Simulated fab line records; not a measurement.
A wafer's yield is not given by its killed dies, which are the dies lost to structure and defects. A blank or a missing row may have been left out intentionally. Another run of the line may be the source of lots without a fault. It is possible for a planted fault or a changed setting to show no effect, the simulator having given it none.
Matching of chambers	flow nand harc	NHARC_P_M0_PRE_CLEAN_31 on pecvd-03: 3 sister chambers
The step time 12 s. 3 wafers are shown with their chamber, then 12 later ones without.

== WAFERS WITH THEIR CHAMBER ==
wafer	chamber	heater power w (W)
L089.4	2	681
L088.4	0	564
L088.5	1	702

== WAFERS WITH NO CHAMBER GIVEN ==
wafer	heater power w (W)
L090.1	637
L090.3	688
L090.4	620
L092.2	676
L092.3	561
L092.5	732
L093.2	624
L093.3	686
L093.6	656
L097.1	756
L097.3	584
L097.5	585

== CHAMBER TAKEN BY EACH ==
wafer	from the rows above	in truth
L090.1	can't be placed: 2 or 1 or 0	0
L090.3	can't be placed: 2 or 1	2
L090.4	can't be placed: 0 or 2 or 1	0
L092.2	can't be placed: 2 or 1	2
L092.3	0	0
L092.5	can't be placed: 1 or 2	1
L093.2	can't be placed: 2 or 0 or 1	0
L093.3	can't be placed: 2 or 1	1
L093.6	can't be placed: 2 or 1 or 0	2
L097.1	can't be placed: 1 or 2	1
L097.3	0	0
L097.5	0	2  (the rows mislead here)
Placed correctly: 2 of 12. Not placeable from these rows: 9 (in 9, the candidates include the true chamber). Number placed wrongly: 1.
How it was worked out, from the rows above alone: a wafer's distance from a chamber is the root of the sum, over the readings, of the square of ((its reading less the chamber's mean) divided by the reading's scatter). If the next closest chamber is less than 2 further off than the closest, the wafer can't be placed; otherwise it belongs to the closest. For every chamber, the mean is computed from those of its wafers that are shown. The scatter: with one shown wafer a chamber, the root of the mean of the squares of how far each hidden wafer lies from its nearest shown one.
